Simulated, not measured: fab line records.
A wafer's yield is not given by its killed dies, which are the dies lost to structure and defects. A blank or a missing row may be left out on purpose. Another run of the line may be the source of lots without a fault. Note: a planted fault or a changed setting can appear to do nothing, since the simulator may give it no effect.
Matching of chambers ; flow n5Finfet ; aldMetal-01 running N5_BEOL_M0_ALD_136: 4 sister chambers
The step deposits TaN, pulse time 2 s, purge time 3 s, co reactant purge time 2 s. 14 wafers are shown with their chamber, then 7 later ones without.

WAFERS PAIRED WITH THEIR CHAMBERS
wafer;chamber;heaterPowerW (W)
L455.2;1;369
L455.3;0;429
L455.6;1;370
L454.2;0;435
L454.5;1;362
L454.6;2;419
L458.3;1;367
L458.4;0;431
L458.5;3;437
L464.2;0;412
L464.4;0;425
L464.6;3;434
L466.1;0;430
L466.3;3;448

SIGNATURES (means of the wafers above)
reading;chamber 0;chamber 1;chamber 2;chamber 3;scatter within a chamber
heaterPowerW;427.00;367.00;419.00;439.67;6.85
Rule: a wafer lies at a distance from a chamber equal to the root of the sum of squares, over the readings, of (its reading less the chamber's mean, divided by the reading's scatter). The wafer belongs to the nearest chamber; if the next one is less than 2 further off, it can't be placed. The scatter is the square root of a quotient: the sum, over the shown wafers, of each reading's squared deviation from its chamber's mean, divided by wafers minus chambers.

WAFERS MISSING THEIR CHAMBER
wafer;heaterPowerW (W)
L466.6;414
L465.1;429
L465.3;432
L465.4;377
L470.3;404
L470.4;431
L470.5;445

WHICH CHAMBER EACH WENT THROUGH
wafer;from the rows above;in truth
L466.6;can't be placed: 2 or 0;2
L465.1;can't be placed: 0 or 2 or 3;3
L465.3;can't be placed: 0 or 3 or 2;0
L465.4;1;1
L470.3;can't be placed: 2 or 0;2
L470.4;can't be placed: 0 or 3 or 2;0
L470.5;can't be placed: 3 or 0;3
1 of 7 placed correctly. From these rows, 6 cannot be placed; in 6 the true chamber is one of the candidates. Placed wrongly: 0.
